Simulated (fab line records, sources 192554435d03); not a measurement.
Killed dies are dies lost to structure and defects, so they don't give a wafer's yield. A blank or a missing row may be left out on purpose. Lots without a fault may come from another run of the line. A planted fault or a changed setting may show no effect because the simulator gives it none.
Chamber matching || flow n5-finfet || ald-hk-02 running N5_HKMG_FIN_HK_ALD_01: 4 sister chambers
The step deposits HfO2, target thk 1.6 nm, pulse time 3 s, purge time 3 s. 4 wafers are shown with their chamber, then 10 later ones without.

WAFERS PAIRED WITH THEIR CHAMBERS
{"wafer": "L079.6", "chamber": 1, "precursor-pulse-height-rel": 0.975}
{"wafer": "L085.6", "chamber": 2, "precursor-pulse-height-rel": 0.987}
{"wafer": "L087.1", "chamber": 0, "precursor-pulse-height-rel": 0.984}
{"wafer": "L087.2", "chamber": 3, "precursor-pulse-height-rel": 0.976}

WAFERS WHOSE CHAMBER IS MISSING
{"wafer": "L087.6", "precursor-pulse-height-rel": 1.027}
{"wafer": "L093.1", "precursor-pulse-height-rel": 1.005}
{"wafer": "L093.4", "precursor-pulse-height-rel": 0.979}
{"wafer": "L093.6", "precursor-pulse-height-rel": 1.005}
{"wafer": "L094.1", "precursor-pulse-height-rel": 0.994}
{"wafer": "L094.3", "precursor-pulse-height-rel": 1.005}
{"wafer": "L094.4", "precursor-pulse-height-rel": 0.992}
{"wafer": "L096.3", "precursor-pulse-height-rel": 1.005}
{"wafer": "L096.4", "precursor-pulse-height-rel": 0.977}
{"wafer": "L096.5", "precursor-pulse-height-rel": 1.015}

THE CHAMBER EACH PASSED THROUGH
{"wafer": "L087.6", "from the rows above": "can't be placed: 2 or 0 or 3 or 1", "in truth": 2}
{"wafer": "L093.1", "from the rows above": "can't be placed: 2 or 0 or 3 or 1", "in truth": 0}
{"wafer": "L093.4", "from the rows above": "can't be placed: 3 or 1 or 0 or 2", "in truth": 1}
{"wafer": "L093.6", "from the rows above": "can't be placed: 2 or 0 or 3 or 1", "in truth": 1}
{"wafer": "L094.1", "from the rows above": "can't be placed: 2 or 0 or 3 or 1", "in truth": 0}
{"wafer": "L094.3", "from the rows above": "can't be placed: 2 or 0 or 3 or 1", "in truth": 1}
{"wafer": "L094.4", "from the rows above": "can't be placed: 2 or 0 or 3 or 1", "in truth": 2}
{"wafer": "L096.3", "from the rows above": "can't be placed: 2 or 0 or 3 or 1", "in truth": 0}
{"wafer": "L096.4", "from the rows above": "can't be placed: 3 or 1 or 0 or 2", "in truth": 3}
{"wafer": "L096.5", "from the rows above": "can't be placed: 2 or 0 or 3 or 1", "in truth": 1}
Correct placement for 0 of the 10. These rows do not allow placing 10 (true chamber among the candidates in 10). Wrongly placed: 0.
How it was worked out, from the rows above alone: a wafer's distance from a chamber is the root of the sum, over the readings, of the square of ((its reading less the chamber's mean) divided by the reading's scatter). The wafer belongs to the nearest chamber; if the next one is less than 2 further off, it can't be placed. A chamber's mean is the mean of its shown wafers. The scatter: with one shown wafer a chamber, the root of the mean of the squares of how far each hidden wafer lies from its nearest shown one.
